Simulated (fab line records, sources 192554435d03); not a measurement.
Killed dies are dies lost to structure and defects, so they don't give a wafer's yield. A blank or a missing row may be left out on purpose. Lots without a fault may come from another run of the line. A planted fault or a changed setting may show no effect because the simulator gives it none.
fab line records | flow n5_finfet
record lots=6 wafers=18 last_day=21
route steps=1938 shown BEOL_M4@1090 BEOL_M5@1112 PASSIVATION@1936
lots that met no fault: from a run of the same line without faults
start_h: hours from the record's first day to the start of the lot's first wafer shown | wait_h: hours since the lot's step before | " the same as in the row above | L1.1+2: a row that stands for several wafers | - no value, or no start given | * or withheld: withheld | < > ~ a bound
route shown NAME@n: a module of which the file shows steps, and the number in the route of the first | usual: mean/standard deviation of fault-free wafers | same: alike in all rows | chamber/n: place in a boat | sites: the reading at each site | _std_site: their standard deviation | _edge_site: outer sites' mean less inner sites' | radius_mm: how far each site lies from the wafer's centre | mask NAME#n: copy n | behind: the tool/chamber that last shaped the wafer | hold: why the lot was held/for how many hours/how that ended | device: the transistor (n, p or np) that didn't switch | end of line: the same wafers' tests at the end of the route | a step without rows: its recipe alone | killed: dies lost to structure and defects at the first sort, not the wafer's yield | map: a wafer's dies, x killed, . not, _ none there
set.NAME: the setting as run; set.NAME@STEP: as run at that earlier step | model.NAME: the simulator's own value behind a step, which no gauge read
lots at some steps of the route; a table a step, a row a wafer
services: from which hour (start_h, from the record's first day; less than 0 if before it) a tool's chamber was out of use, for how many hours, and why
## steps
# step N5_BEOL_M4_SPUTTER_86
# recipe material=Cu target_thk_a=45 temp_c=-20 chamber_pressure_pa=0.07 power_w=withheld time_s=8.29
# usual throttle_valve_pct=29.5/1
# columns lot.wafer tool chamber start_h wait_h throttle_valve_pct
L405.1 pvd_sputter-02 - 207.84 0.1 31.1
L405.3 " - " " 30.0
L405.6 " - " " 29.0
L409.2 pvd_sputter-01 - 248.00 0.1 28.4
L409.5 " - " " 28.4
L409.6 " - " " 30.1
L410.1 pvd_sputter-02 - 254.54 0.1 30.4
L410.2 " - " " 30.8
L410.6 " - " " 28.6
L417.1 pvd_sputter-03 - 344.29 0.1 28.1
L417.3 " - " " 29.0
L417.5 " - " " 28.0
L425.1 pvd_sputter-02 - 365.73 0.1 28.9
L425.2 " - " " 30.1
L425.3 " - " " 28.6
L422.3 pvd_sputter-01 - 383.15 0.1 30.1
L422.4 " - " " 29.4
L422.6 " - " " 29.7
# step N5_BEOL_M4_ANNEAL_87
# recipe temp_c=400 time_s=240 ambient=vacuum
# step N5_BEOL_M4_SPUTTER_88
# recipe material=Cu target_thk_a=45 temp_c=-20 chamber_pressure_pa=0.07 power_w=withheld time_s=8.29
# usual throttle_valve_pct=29.5/1
# columns lot.wafer tool chamber start_h wait_h throttle_valve_pct
L405.1 pvd_sputter-02 - 208.06 0.1 30.8
L405.3 " - " " 30.0
L405.6 " - " " 28.7
L409.2 pvd_sputter-01 - 248.22 0.1 28.4
L409.5 " - " " 28.2
L409.6 " - " " 30.0
L410.1 pvd_sputter-02 - 254.76 0.1 30.0
L410.2 " - " " 30.8
L410.6 " - " " 29.0
L417.1 pvd_sputter-03 - 344.51 0.1 27.8
L417.3 " - " " 29.4
L417.5 " - " " 28.2
L425.1 pvd_sputter-02 - 365.95 0.1 29.0
L425.2 " - " " 30.2
L425.3 " - " " 29.1
L422.3 pvd_sputter-01 - 383.37 0.1 29.9
L422.4 " - " " 29.5
L422.6 " - " " 30.2
# step N5_BEOL_M4_ANNEAL_89
# recipe temp_c=400 time_s=240 ambient=vacuum
# step N5_BEOL_M4_SPUTTER_90
# recipe material=Cu target_thk_a=45 temp_c=-20 chamber_pressure_pa=0.07 power_w=withheld time_s=8.29
# step N5_BEOL_M4_ANNEAL_91
# recipe temp_c=400 time_s=240 ambient=vacuum
# step N5_BEOL_M4_SPUTTER_92
# recipe material=Cu target_thk_a=45 temp_c=-20 chamber_pressure_pa=0.07 power_w=withheld time_s=8.29
# step N5_BEOL_M4_ANNEAL_93
# recipe temp_c=400 time_s=240 ambient=vacuum
# step N5_BEOL_M4_SPUTTER_94
# recipe material=Cu target_thk_a=45 temp_c=-20 chamber_pressure_pa=0.07 power_w=withheld time_s=8.29
# step N5_BEOL_M4_ANNEAL_95
# recipe temp_c=400 time_s=240 ambient=vacuum
# step N5_BEOL_M4_SPUTTER_96
# recipe material=Cu target_thk_a=45 temp_c=-20 chamber_pressure_pa=0.07 power_w=withheld time_s=8.29
# step N5_BEOL_M4_ECD_50
# recipe material=Cu target_thk_a=3000
# step N5_BEOL_M4_ANNEAL_51
# recipe temp_c=225 time_s=90 ambient=N2
# usual anneal_temp_c=225.03/0.19 anneal_temp_c_max=226.6/0.36 wafer_temp_C_max=226.1/0.3
# columns lot.wafer tool chamber start_h wait_h anneal_temp_c anneal_temp_c_max wafer_temp_C_max
L405.1 rtp_anneal-01 0 209.13 0.1 224.90 226.6 226.1
L405.3 " 0 " " 224.77 226.2 226.0
L405.6 " 0 " " 225.12 226.7 225.8
L409.2 rtp_anneal-01 - 249.34 0.1 - - -
L409.5 " - " " - - -
L409.6 " - " " - - -
L410.1 rtp_anneal-01 - 255.97 0.2 - - -
L410.2 " - " " - - -
L410.6 " - " " - - -
L417.1 rtp_anneal-02 0 345.58 0.1 224.87 226.2 226.3
L417.3 " 0 " " 225.05 226.4 226.3
L417.5 " 0 " " 225.04 226.4 226.2
L425.1 rtp_anneal-01 0 367.15 0.2 225.06 227.0 225.9
L425.2 " 0 " " 224.81 226.5 225.7
L425.3 " 0 " " 224.73 226.3 225.9
L422.3 rtp_anneal-01 0 384.54 0.1 225.11 226.6 226.6
L422.4 " 0 " " 224.85 226.2 226.4
L422.6 " 0 " " 224.86 227.0 226.5
# step N5_BEOL_M4_CMP_52
# recipe stop_on=SiOC t_overpolish_s=6.8 down_force_psi=1 platen_rpm=50 clearing_platen_down_force_psi=1.5 clearing_platen_rpm=50 post_cmp_clean=cu_alkaline target_thk_nm=40 clearing_platen_pad_velocity_m_s=0.99484 pad_velocity_m_s=0.99484
# usual barrier_field_endpoint_s=24.6/0.56 motor_current_A=6.2/0.62 overpolish_run_s=6.800/0.0092 time_to_endpoint_s=62.5/2.4
# columns lot.wafer tool chamber start_h wait_h barrier_field_endpoint_s motor_current_A overpolish_run_s time_to_endpoint_s
L405.3 cmp-04 0 209.43 0.2 24.5 6.0 6.784 65.1
L405.1 " 3 " " 23.6 6.8 6.806 63.4
L405.6 " 0 " " 24.6 5.9 6.801 61.4
L409.2 cmp-03 2 249.63 0.2 29.0 5.5 6.797 81.3
L409.6 " 1 " " 29.3 6.0 6.804 80.2
L409.5 " 2 " " 29.7 5.5 6.805 79.4
L410.2 cmp-04 2 256.35 0.3 29.5 6.1 6.805 79.8
L410.1 " 3 " " 29.7 6.7 6.793 79.8
L410.6 " 1 " " 30.0 7.2 6.798 80.9
L417.3 cmp-04 0 345.88 0.2 24.4 5.7 6.788 63.8
L417.1 " 1 " " 25.6 7.2 6.795 65.1
L417.5 " 1 " " 25.2 7.3 6.794 66.0
L425.2 cmp-04 1 367.63 0.4 25.4 7.2 6.809 64.6
L425.1 " 2 " " 25.0 5.9 6.781 61.3
L425.3 " 3 " " 24.9 6.5 6.778 62.8
L422.3 cmp-02 1 384.78 0.2 24.5 6.3 6.808 65.0
L422.4 " 2 " " 25.2 6.8 6.804 66.8
L422.6 " 1 " " 25.2 6.4 6.806 65.0
# step N5_BEOL_M4_PRE_CLEAN_60
# recipe gas=NH3/H2 time_s=15 temp_c=* rf_power_w=300
# usual heater_power_w=96/18
# columns lot.wafer tool chamber start_h wait_h heater_power_w
L405.1 cvd_co-01 0 209.76 0.0 98
L405.3 " 2 " " 90
L405.6 " 2 " " 90
L409.2 cvd_co-02 0 249.92 0.0 114
L409.5 " 1 " " 76
L409.6 " 0 " " 112
L410.1 cvd_co-01 1 256.61 0.0 70
L410.2 " 0 " " 98
L410.6 " 0 " " 99
L417.1 cvd_co-02 0 346.21 0.0 114
L417.3 " 2 " " 118
L417.5 " 2 " " 114
L425.1 cvd_co-01 2 367.92 0.0 94
L425.2 " 0 " " 99
L425.3 " 1 " " 60
L422.3 cvd_co-02 0 385.08 0.0 115
L422.4 " 0 " " 113
L422.6 " 1 " " 78
# step N5_BEOL_M4_CO_CAP_55
# recipe material=Co target_thk_a=20 temp_c=200 precursor=CCTBA/H2 pressure_torr=30 time_s=102.1
# usual heater_power_w=249/23
# columns lot.wafer tool chamber start_h wait_h heater_power_w
L405.1 cvd_co-01 0 209.80 0.0 251
L405.3 " 2 " " 238
L405.6 " 2 " " 246
L409.2 cvd_co-02 0 249.96 0.0 275
L409.5 " 1 " " 221
L409.6 " 0 " " 270
L410.1 cvd_co-01 1 256.65 0.0 217
L410.2 " 0 " " 250
L410.6 " 0 " " 251
L417.1 cvd_co-02 0 346.25 0.0 275
L417.3 " 2 " " 284
L417.5 " 2 " " 277
L425.1 cvd_co-01 2 367.96 0.0 243
L425.2 " 0 " " 255
L425.3 " 1 " " 202
L422.3 cvd_co-02 0 385.12 0.0 266
L422.4 " 0 " " 268
L422.6 " 1 " " 222
# step N5_BEOL_M4_PRE_CLEAN_56
# recipe gas=NH3 time_s=15 temp_c=withheld rf_power_w=300
# step N5_BEOL_M4_DEP_57
# recipe material=SiCN target_thk_a=80 temp_c=withheld precursor=3MS/NH3 pressure_torr=3 rf_w=202 time_s=14
# step N5_BEOL_M4_RS_MEAS_58
# recipe thk_meas_gauge=four-point-probe reads=Co_of_BEOL_M4_CO_CAP_55+Cu_of_BEOL_M4_ECD_50+Co_of_BEOL_M4_CVD_47+TaN_of_BEOL_M4_ALD_84
# usual M4_RS=0.673/0.025
# columns lot.wafer tool chamber start_h wait_h M4_RS[ohm/sq]
L405.1 film_metro-01 - 209.98 0.0 0.688
L405.3 " - " " 0.681
L405.6 " - " " 0.687
L409.2 film_metro-02 - 250.17 0.1 0.810
L409.5 " - " " 0.803
L409.6 " - " " 0.850
L410.1 film_metro-02 - 256.84 0.0 0.814
L410.2 " - " " 0.818
L410.6 " - " " 0.784
L417.1 film_metro-01 - 346.43 0.0 0.694
L417.3 " - " " 0.690
L417.5 " - " " 0.675
L425.1 film_metro-01 - 368.15 0.0 0.663
L425.2 " - " " 0.658
L425.3 " - " " 0.661
L422.3 film_metro-02 - 385.30 0.1 0.654
L422.4 " - " " 0.643
L422.6 " - " " 0.658
# step N5_BEOL_M4_RC_MEAS_101
# usual COMB_M4=6.1e-11/1.4e-11 COMB_M4_max_site=8.6e-11/2e-11 DIBL_N=36.3/1.1 DIBL_P=36.3/1.4 IOFF_N=0.155/0.019 IOFF_P=0.211/0.027 ION_N=672/8.5 ION_P=462/5.8 SS_N=71.5/0.56 SS_P=73.3/0.52 VT_N=249.9/2.5 VT_P=-249.8/2.8
# columns lot.wafer tool chamber start_h wait_h COMB_M4[S/m] COMB_M4_max_site[S/m] DIBL_N[mV/V] DIBL_P[mV/V] IOFF_N[nA/um] IOFF_P[nA/um] ION_N[uA/um] ION_P[uA/um] SS_N[mV/dec] SS_P[mV/dec] VT_N[mV] VT_P[mV]
L405.1 prober-01 0 210.04 0.0 6.9e-11 1.1e-10 35.1 36.2 0.143 0.197 664 453 71.6 72.3 253.7 -249.6
L405.3 " 0 " " 6.8e-11 1.26e-10 35.3 36.1 0.152 0.196 681 460 72.1 73.4 248.7 -252.2
L405.6 " 0 " " 6.5e-11 7.9e-11 38.4 40.2 0.228 0.288 693 467 71.9 74.4 246.0 -245.8
L409.2 prober-01 0 250.38 0.2 ~0.0014286 ~0.0014286 35.4 35.8 0.146 0.193 664 460 70.9 73.0 250.3 -250.5
L409.5 " 0 " " ~0.0014286 ~0.0014286 34.8 33.5 0.128 0.167 668 461 70.8 72.9 253.6 -251.9
L409.6 " 0 " " ~0.0014286 ~0.0014286 35.6 35.7 0.151 0.195 675 471 71.6 74.0 247.8 -252.7
L410.1 prober-01 0 256.89 0.0 5.7e-11 ~0.0014286 34.6 33.0 0.116 0.163 660 453 70.9 72.6 253.1 -254.6
L410.2 " 0 " " 4.8e-11 ~0.0014286 38.5 37.7 0.177 0.217 671 459 71.1 74.3 247.6 -254.1
L410.6 " 0 " " 7e-11 ~0.0014286 36.9 36.7 0.152 0.209 665 456 71.6 73.0 250.0 -247.1
L417.1 prober-01 0 346.49 0.0 4.7e-11 8.9e-11 37.2 38.0 0.160 0.261 667 461 72.4 74.0 251.0 -245.5
L417.3 " 0 " " 8.8e-11 1.15e-10 37.6 37.7 0.167 0.255 670 464 72.8 73.9 249.2 -244.0
L417.5 " 0 " " 6.1e-11 8.3e-11 37.1 35.7 0.153 0.217 664 457 73.1 73.4 250.6 -251.0
L425.1 prober-01 0 368.20 0.0 5.6e-11 7.5e-11 37.3 39.4 0.209 0.284 680 470 72.2 73.1 247.2 -244.7
L425.2 " 0 " " 5.5e-11 7.2e-11 36.1 38.4 0.178 0.258 674 465 71.7 73.7 249.4 -248.1
L425.3 " 0 " " 7.1e-11 8.5e-11 35.0 37.1 0.165 0.238 675 470 71.0 73.3 247.5 -246.2
L422.3 prober-02 0 385.66 0.3 5.8e-11 8.6e-11 37.1 35.5 0.140 0.194 659 458 71.6 73.0 252.5 -250.8
L422.4 " 0 " " 5.6e-11 8.6e-11 36.8 34.6 0.135 0.191 673 461 71.3 73.1 251.9 -252.1
L422.6 " 0 " " 4.6e-11 8.7e-11 37.7 36.3 0.159 0.218 675 465 71.8 73.4 251.1 -248.3
# sites COMB_M4 radius_mm=0,75,75,75,75,140,140,140,140
L405.1 6.9e-11 6.7e-11 8.7e-11 1.1e-10 6.3e-11 7.2e-11 7.1e-11 6.5e-11 5.1e-11
L417.1 4.7e-11 5.6e-11 4.1e-11 8.9e-11 6.1e-11 4.4e-11 3.5e-11 3.2e-11 6.4e-11
L425.1 7.5e-11 5.3e-11 3.4e-11 6.1e-11 5.6e-11 6.6e-11 4.9e-11 5.3e-11 6.2e-11
L422.3 8.6e-11 5.8e-11 4.7e-11 5.9e-11 5.6e-11 7.5e-11 8e-11 4e-11 4.6e-11
# step N5_BEOL_M5_ILD_DEP_00
# recipe material=SiCOH_lowk target_thk_a=1406.4 temp_c=300 precursor=DEMS/porogen pressure_torr=5 rf_w=500 time_s=25.9
# usual heater_power_w=297/38 showerhead_plenum_p_Torr=5.736/0.014 throttle_valve_pct=13.9/0.56
# columns lot.wafer tool chamber start_h wait_h heater_power_w showerhead_plenum_p_Torr throttle_valve_pct
L405.1 pecvd-03 1 211.00 0.8 262 5.702 14.3
L405.3 " 0 " " 321 5.740 14.2
L405.6 " 1 " " 279 5.711 13.9
L409.2 pecvd-02 0 251.19 0.7 347 5.729 14.1
L409.5 " 2 " " 245 5.725 13.5
L409.6 " 1 " " 257 5.744 13.6
L410.1 pecvd-02 1 257.85 0.8 256 5.734 13.2
L410.2 " 0 " " 348 5.756 14.1
L410.6 " 2 " " 267 5.725 13.4
L417.1 pecvd-01 2 347.45 0.8 356 5.740 12.8
L417.3 " 2 " " 362 5.728 12.9
L417.5 " 2 " " 354 5.744 12.9
L425.1 pecvd-02 0 369.17 0.8 325 5.743 14.4
L425.2 " 1 " " 270 5.758 13.6
L425.3 " 2 " " 287 5.722 13.9
L422.3 pecvd-03 1 386.31 0.5 269 5.724 14.4
L422.4 " 2 " " 276 5.732 13.1
L422.6 " 0 " " 350 5.755 14.5
# step N5_PASSIVATION_PROBE_49
# usual defect_limited_yield=91.4/1.2 killed_at_M0_to_M3=34/10 killed_at_M4_up=14/5.1 killed_at_contacts=12/6.4 killed_at_front_end=38/9.3 killed_at_other=4/3 killed_dies=102/15 killed_on_rim=13/3.6 killed_open=67/12 killed_short=33/6.9 sort_bin_5_function=5.0/0.86 sort_bin_6_memory=3.2/0.58 sort_n_pass=1078/15 sort_yield_pct=91.4/1.2
# same gross_dies=1180 killed_at_back_side=0 sort_bin_4_leakage[%]=0 sort_bin_8_speed[%]=0
# columns lot.wafer tool chamber start_h wait_h defect_limited_yield[%] killed_at_M0_to_M3 killed_at_M4_up killed_at_contacts killed_at_front_end killed_at_other killed_dies killed_on_rim killed_open killed_short sort_bin_5_function[%] sort_bin_6_memory[%] sort_n_pass sort_yield_pct[%]
L405.1 prober-02 - 313.66 0.0 91.9 42 6 12 25 11 96 14 62 33 5.1 2.5 1084 91.9
L405.3 prober-02 - 313.76 0.1 91.8 40 1 11 37 8 97 10 68 28 5.2 2.8 1083 91.8
L405.6 prober-02 - 313.91 0.3 90.2 38 10 8 46 14 116 17 82 33 5.7 3.8 1064 90.2
L409.2 prober-02 - 349.10 0.1 51.0 50 499 3 23 3 578 152 60 31 4.1 3.5 602 51.0
L409.5 prober-02 - 349.25 0.2 57.0 26 443 4 31 3 507 152 44 21 3.2 2.6 673 57.0
L409.6 prober-02 - 349.30 0.3 58.0 42 390 16 44 4 496 152 80 39 6.8 3.1 684 58.0
L410.1 prober-01 - 358.31 0.0 59.9 44 376 18 31 4 473 152 67 46 5.8 3.3 707 59.9
L410.2 prober-01 - 358.36 0.1 73.3 38 223 5 44 5 315 17 82 34 6.2 3.6 865 73.3
L410.6 prober-01 - 358.56 0.3 46.6 26 554 5 44 1 630 14 58 39 4.8 3.1 550 46.6
L417.1 prober-02 - 468.33 0.7 88.5 59 10 18 47 2 136 24 86 49 7.4 3.6 1044 88.5
L417.3 prober-02 - 468.43 0.8 90.3 34 17 7 56 1 115 8 66 46 6.0 3.5 1065 90.3
L417.5 prober-02 - 468.53 0.9 89.4 43 15 18 44 5 125 14 84 39 5.9 4.1 1055 89.4
L425.1 prober-01 - 475.56 0.0 90.3 27 17 28 43 0 115 9 74 40 6.1 3.3 1065 90.3
L425.2 prober-01 - 475.61 0.1 88.0 41 18 30 48 5 142 16 103 39 7.6 3.8 1038 88.0
L425.3 prober-01 - 475.66 0.1 92.5 15 14 17 41 2 89 14 54 33 4.4 3.1 1091 92.5
L422.3 prober-01 - 498.58 0.1 92.7 26 24 3 32 1 86 10 59 26 4.0 2.8 1094 92.7
L422.4 prober-01 - 498.63 0.2 89.7 47 17 11 46 0 121 17 88 27 6.6 3.5 1059 89.7
L422.6 prober-01 - 498.73 0.3 90.0 42 25 5 44 2 118 15 72 42 5.6 3.6 1062 90.0
# killed by level:class
L405.1 BEOL_M0_SAQP:geometric_particle:open=10 BEOL_M0_SAQP:geometric_particle:short=10 MOL_CONTACT_COAG:geometric_particle:open=9 STI_FIN_REVEAL:geometric_particle:open=8 BEOL_M3:geometric_particle:open=8 FIN_SAQP:geometric_particle:short=5 BEOL_M2:geometric_particle:open=5 BEOL_M0:geometric_particle:open=4
L405.3 FIN_SAQP:geometric_particle:open=10 MOL_CONTACT_COAG:geometric_particle:open=10 BEOL_M0_SAQP:geometric_particle:short=7 FIN_SAQP:geometric_particle:short=6 STI_FIN_REVEAL:geometric_particle:open=6 BEOL_M3:geometric_particle:open=6 BEOL_M0_SAQP:geometric_particle:open=6 BEOL_M1:geometric_particle:open=6
L405.6 STI_FIN_REVEAL:geometric_particle:open=21 BEOL_M0_SAQP:geometric_particle:open=9 BEOL_M0_SAQP:geometric_particle:short=8 MOL_CONTACT_COAG:geometric_particle:open=7 BEOL_M1:geometric_particle:open=6 BEOL_M2:geometric_particle:open=6 PASS1_CAP:geometric_particle:open=6 FIN_SAQP:geometric_particle:short=5
L409.2 BEOL_M4:area_cmp=485 BEOL_M0_SAQP:geometric_particle:short=16 BEOL_M0_SAQP:geometric_particle:open=13 BEOL_M2:geometric_particle:open=7 BEOL_M4:geometric_particle:open=6 STI_FIN_REVEAL:geometric_particle:open=5 DUMMY_GATE:geometric_particle:open=5 BEOL_M3:geometric_particle:open=5
L409.5 BEOL_M4:area_cmp=435 FIN_SAQP:geometric_particle:short=6 STI_FIN_REVEAL:geometric_particle:open=6 BEOL_M1:geometric_particle:open=6 BEOL_M0_SAQP:geometric_particle:open=5 STARTING-WAFER:geometric_particle:open=5 MOL_CONTACT_COAG:geometric_particle:open=4 DUMMY_GATE:geometric_particle:open=3
L409.6 BEOL_M4:area_cmp=374 MOL_CONTACT_COAG:geometric_particle:open=13 BEOL_M4:geometric_particle:open=11 BEOL_M2:geometric_particle:open=10 BEOL_M0_SAQP:geometric_particle:short=9 FIN_SAQP:geometric_particle:open=8 BEOL_M3:geometric_particle:open=7 DUMMY_GATE:geometric_particle:open=7
L410.1 BEOL_M4:area_cmp=360 MOL_CONTACT_COAG:geometric_particle:open=13 BEOL_M0_SAQP:geometric_particle:open=12 BEOL_M0_SAQP:geometric_particle:short=11 BEOL_M4:geometric_particle:open=8 STI_FIN_REVEAL:geometric_particle:open=6 MOL_CONTACT_COAG:geometric_particle:short=5 BEOL_M2:geometric_particle:open=5
L410.2 BEOL_M4:area_cmp=197 BEOL_M0_SAQP:geometric_particle:open=15 BEOL_M0_SAQP:geometric_particle:short=12 DUMMY_GATE:geometric_particle:open=11 BEOL_M4:geometric_particle:open=11 STI_FIN_REVEAL:geometric_particle:open=9 FIN_SAQP:geometric_particle:short=5 STARTING-WAFER:geometric_particle:open=5
L410.6 BEOL_M4:area_cmp=529 GATE_CUT:geometric_particle:short=10 STI_FIN_REVEAL:geometric_particle:open=8 BEOL_M0_SAQP:geometric_particle:open=8 BEOL_M0_SAQP:geometric_particle:short=6 BEOL_M4:geometric_particle:open=6 BEOL_M5:geometric_particle:open=6 DUMMY_GATE:geometric_particle:open=5
L417.1 BEOL_M2:geometric_particle:open=19 FIN_SAQP:geometric_particle:short=18 MOL_CONTACT_COAG:geometric_particle:open=16 BEOL_M1:geometric_particle:open=12 FIN_SAQP:geometric_particle:open=11 BEOL_M0_SAQP:geometric_particle:short=9 STI_FIN_REVEAL:geometric_particle:open=6 BEOL_M0_SAQP:geometric_particle:open=5
L417.3 FIN_SAQP:geometric_particle:short=19 STI_FIN_REVEAL:geometric_particle:open=11 BEOL_M2:geometric_particle:open=9 BEOL_M0_SAQP:geometric_particle:short=8 BEOL_M5:geometric_particle:open=7 BEOL_M0_SAQP:geometric_particle:open=7 FIN_SAQP:geometric_particle:open=6 MOL_CONTACT_COAG:geometric_particle:open=6
L417.5 MOL_CONTACT_COAG:geometric_particle:open=16 FIN_SAQP:geometric_particle:open=14 BEOL_M2:geometric_particle:open=12 BEOL_M0_SAQP:geometric_particle:short=10 BEOL_M0_SAQP:geometric_particle:open=10 FIN_SAQP:geometric_particle:short=9 GATE_CUT:geometric_particle:short=5 BEOL_M3:geometric_particle:open=5
L425.1 MOL_CONTACT_COAG:geometric_particle:open=24 FIN_SAQP:geometric_particle:open=9 GATE_CUT:geometric_particle:short=9 BEOL_M0_SAQP:geometric_particle:open=9 FIN_SAQP:geometric_particle:short=8 BEOL_M4:geometric_particle:open=7 DUMMY_GATE:geometric_particle:open=5 BEOL_M0_SAQP:geometric_particle:short=5
L425.2 MOL_CONTACT_COAG:geometric_particle:open=27 STI_FIN_REVEAL:geometric_particle:open=17 BEOL_M0_SAQP:geometric_particle:open=17 BEOL_M0_SAQP:geometric_particle:short=14 BEOL_M4:geometric_particle:open=10 FIN_SAQP:geometric_particle:open=6 GATE_CUT:geometric_particle:short=6 FIN_SAQP:geometric_particle:short=5
L425.3 MOL_CONTACT_COAG:geometric_particle:open=14 STI_FIN_REVEAL:geometric_particle:open=7 FIN_SAQP:geometric_particle:open=6 FIN_SAQP:geometric_particle:short=6 GATE_CUT:geometric_particle:short=5 BEOL_M0_SAQP:geometric_particle:short=5 BEOL_M4:geometric_particle:open=5 DUMMY_GATE:geometric_particle:short=3
L422.3 STI_FIN_REVEAL:geometric_particle:open=10 BEOL_M4:geometric_particle:open=10 BEOL_M0_SAQP:geometric_particle:open=8 BEOL_M0_SAQP:geometric_particle:short=7 DUMMY_GATE:geometric_particle:open=7 STI_FIN_REVEAL:geometric_particle:short=4 BEOL_M2:geometric_particle:open=4 BEOL_M2:geometric_particle:short=3
L422.4 STI_FIN_REVEAL:geometric_particle:open=21 BEOL_M3:geometric_particle:open=20 BEOL_M0_SAQP:geometric_particle:open=12 STI_FIN_REVEAL:geometric_particle:short=8 MOL_CONTACT_COAG:geometric_particle:open=8 BEOL_M15:coat_microbubble_printed=5 FIN_SAQP:geometric_particle:open=4 BEOL_M0_SAQP:geometric_particle:short=4
L422.6 BEOL_M0_SAQP:geometric_particle:short=11 STI_FIN_REVEAL:geometric_particle:open=7 DUMMY_GATE:geometric_particle:open=7 BEOL_M0_SAQP:geometric_particle:open=7 BEOL_M1:geometric_particle:open=7 BEOL_M4:geometric_particle:open=7 GATE_CUT:geometric_particle:open=6 GATE_CUT:geometric_particle:short=5
# map L409.2 (x killed, . not)
_________________xxxxxxxxxxxx________________
______________xxxxxxxxxxxxxxxxxx_____________
___________xxxxxxxxxxxxxxxxxxxxxxxx__________
__________xxxxxxxxxxxxxxxxxxxxxxxxxx_________
________xxxxxxxxxxxxx.....xxxxxxxxxxxx_______
_______xxxxxxxxx..............xxxxxxxxx______
______xxxxxxxx.......x.........xxxxxxxxx_____
_____xxxxxxx....x.....x......x....xxxxxxx____
____xxxxxxx.............x.xx.x.....xxxxxxx___
___xxxxxxx.....x....................xxxxxxx__
___xxxxxx......x.....................xxxxxx__
__xxxxxx....x..........x..............xxxxxx_
__xxxxxx....x..............x..........xxxxxx_
_xxxxxx......x..........x..............xxxxxx
_xxxxxx..x.............x.x.............xxxxxx
_xxxxxx....................x.x.........xxxxxx
_xxxxxx..............x....x............xxxxxx
_xxxxxx.........x................x.....xxxxxx
_xxxxxx.x.........................x...xxxxxxx
_xxxxxx...............................xxxxxxx
_xxxxxx....................x...........xxxxxx
__xxxxxx..x............x......x.....x.xxxxxx_
__xxxxxx............x..............x..xxxxxx_
___xxxxxx.x........x..x......x.......xxxxxx__
___xxxxxxx.........x................xxxxxxx__
____xxxxxxx....................x...xxxxxxx___
_____xxxxxxx...xx.................xxxxxxx____
______xxxxxxxx............x.....xxxxxxxx_____
_______xxxxxxxxx....x.....xx..xxxxxxxxx______
________xxxxxxxxxxxx......xxxxxxxxxxxx_______
__________xxxxxxxxxxxxxxxxxxxxxxxxxx_________
___________xxxxxxxxxxxxxxxxxxxxxxxx__________
______________xxxxxxxxxxxxxxxxxx_____________
_________________xxxxxxxxxxxx________________
# map L410.6 (x killed, . not)
_________________........x...________________
______________.................x_____________
___________.....x..................__________
__________.x........................_________
________..........x..................._______
_______....x.x.....xxxxxxxx.x.....x.x.x______
______..........xxxxxxxxxxxxxxxx.......x_____
_____.......xxxxxxxxxxxxxxxxxxxx....x....____
____........xxxxxxxxxxxxxxxxxxxxxx....x...___
___...x....xxxxxxxxxxxxxxxxxxxxxxxx........__
___.......xxxxxxxxxxxxxxxxxxxxxxxxxx....x..__
__........xxxxxxxxxxxxxxxxxxxxxxxxxx........_
__..x....xxxxxxxxxxxxxxxxxxxxxxxxxxxx..x...._
_........xxxxxxxxxxxxxxxxxxxxxxxxxxxx.x......
_x......xxxxxxxxxxxxxxxxxxxxxxxxxxxxxx.......
_.......xxxxxxxxxxxxxxxxxxxxxxxxxxxxxxx.x.x..
_..x....xxxxxxxxxxxxxxxxxxxxxxxxxxxxxx.x.....
_.x.....xxxxxxxxxxxxxxxxxxxxxxxxxxxxxx.......
_..xx...xxxxxxxxxxxxxxxxxxxxxxxxxxxxxx.......
_...x...xxxxxxxxxxxxxxxxxxxxxxxxxxxxxx....x..
_........xxxxxxxxxxxxxxxxxxxxxxxxxxxx........
__.x.....xxxxxxxxxxxxxxxxxxxxxxxxxxxx......x_
__........xxxxxxxxxxxxxxxxxxxxxxxxxx........_
___x......xxxxxxxxxxxxxxxxxxxxxxxxxx.......__
___........xxxxxxxxxxxxxxxxxxxxxxxx........__
____.......xxxxxxxxxxxxxxxxxxxxxxx.x......___
_____...x.....xxxxxxxxxxxxxxxxxx..xx...x.____
______....x.....xxxxxxxxxxxxxx.x........_____
_______............xxxxxxxx.....x......______
________..x......x....x...x.x........._______
__________....xx.....x......xx...xx._________
___________.......x.............x..__________
______________.................._____________
_________________.x...x......________________
## services
# columns tool chamber start_h hours kind
cmp-04 - 187.56 0.4 repair
rtp_anneal-02 - 188.01 0.9 repair
rtp_anneal-01 - 206.08 1.2 pm
cmp-02 - 215.05 3.4 repair
cvd_co-02 2 218.39 6.0 repair
cmp-02 - 230.85 4.1 repair
cmp-04 - 233.46 4.0 pm
cmp-03 - 235.38 10.9 pm
cvd_co-02 2 254.09 5.8 repair
cmp-03 - 255.03 0.4 repair
cmp-02 - 255.54 4.1 repair
cvd_co-02 - 264.61 6.9 pm
cmp-04 - 264.82 0.8 repair
cmp-03 - 270.86 1.0 repair
pvd_sputter-03 - 273.75 1.9 repair
pecvd-02 0 274.67 30.8 repair
cmp-04 - 288.21 0.8 repair
cmp-02 - 291.63 4.0 pm
cmp-04 - 303.73 2.6 repair
pecvd-02 2 337.97 16.0 repair
cvd_co-02 - 339.38 2.6 repair
pecvd-02 2 355.96 3.8 repair
pvd_sputter-03 - 368.86 6.0 repair
cvd_co-02 - 368.89 6.0 pm
## key
first_sign step=N5_BEOL_M4_ANNEAL_51 reading=tool_record direction=missing
effect step=N5_BEOL_M4_CMP_52 reading=barrier_field_endpoint_s direction=up sigmas=8.8 usual=24.6 struck=29.5
effect step=N5_BEOL_M4_RS_MEAS_58 reading=M4_RS direction=up sigmas=5.7 usual=0.673 struck=0.813
effect step=N5_BEOL_M4_RC_MEAS_101 reading=COMB_M4 direction=up sigmas=99+ usual=6.1e-11 struck=~0.00071429 wafers_moved=3
effect step=N5_BEOL_M4_RC_MEAS_101 reading=COMB_M4_max_site direction=up sigmas=99+ usual=8.6e-11 struck=~0.0014286
effect step=N5_PASSIVATION_PROBE_49 reading=killed_at_M4_up direction=up sigmas=79 usual=14 struck=414
more_kills_born_at N5_BEOL_M4_CMP_52@cmp-03=1294 N5_BEOL_M4_CMP_52@cmp-04=1086
met_at N5_BEOL_M4_ANNEAL_51
struck_wafers L409.2,L409.5,L409.6,L410.1,L410.2,L410.6
onset_between 209.13 249.34
fault kind=skipped_step_whole tool=rtp_anneal-01 chamber=- onset_h=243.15 steps=N5_BEOL_M4_ANNEAL_51 scope=struck_lots_only
